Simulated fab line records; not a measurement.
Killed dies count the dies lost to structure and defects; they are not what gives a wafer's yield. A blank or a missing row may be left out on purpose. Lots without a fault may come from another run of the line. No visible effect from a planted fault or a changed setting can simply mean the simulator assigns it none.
Matching of chambers + flow nand-harc + NHARC_A_WL_FILL_ALD_19 on ald-metal-01 has 4 sister chambers
The step deposits TiN, target thk 2 nm, pulse time 3 s, ald cycles 100. 4 wafers are shown with their chamber, then 9 later ones without.

## WAFERS PAIRED WITH THEIR CHAMBERS
| wafer  | chamber | heater-power-w (W) |
|--------|---------|--------------------|
| L084.2 | 3       | 1188               |
| L088.1 | 1       | 1176               |
| L088.2 | 0       | 995                |
| L088.3 | 2       | 978                |

## WAFERS WITH NO CHAMBER GIVEN
| wafer  | heater-power-w (W) |
|--------|--------------------|
| L087.3 | 1203               |
| L087.5 | 1132               |
| L087.6 | 1000               |
| L091.2 | 983                |
| L091.5 | 1009               |
| L091.6 | 1219               |
| L097.1 | 1021               |
| L097.4 | 1166               |
| L097.5 | 1176               |

## WHICH CHAMBER EACH WENT THROUGH
| wafer  | from the rows above     | in truth |
|--------|-------------------------|----------|
| L087.3 | can't be placed: 3 or 1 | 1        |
| L087.5 | can't be placed: 1 or 3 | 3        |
| L087.6 | can't be placed: 0 or 2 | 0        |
| L091.2 | can't be placed: 2 or 0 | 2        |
| L091.5 | can't be placed: 0 or 2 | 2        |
| L091.6 | can't be placed: 3 or 1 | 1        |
| L097.1 | can't be placed: 0 or 2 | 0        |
| L097.4 | can't be placed: 1 or 3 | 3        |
| L097.5 | can't be placed: 1 or 3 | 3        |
Correct placement for 0 of the 9. From these rows, 9 cannot be placed; in 9 the true chamber is one of the candidates. 0 placed wrongly.
How it was worked out, from the rows above alone: a wafer's distance from a chamber is the root of the sum, over the readings, of the square of ((its reading less the chamber's mean) divided by the reading's scatter). If the next closest chamber is less than 2 further off than the closest, the wafer can't be placed; otherwise it belongs to the closest. Each chamber's mean is taken over the wafers shown for it. The scatter: with one shown wafer a chamber, the root of the mean of the squares of how far each hidden wafer lies from its nearest shown one.
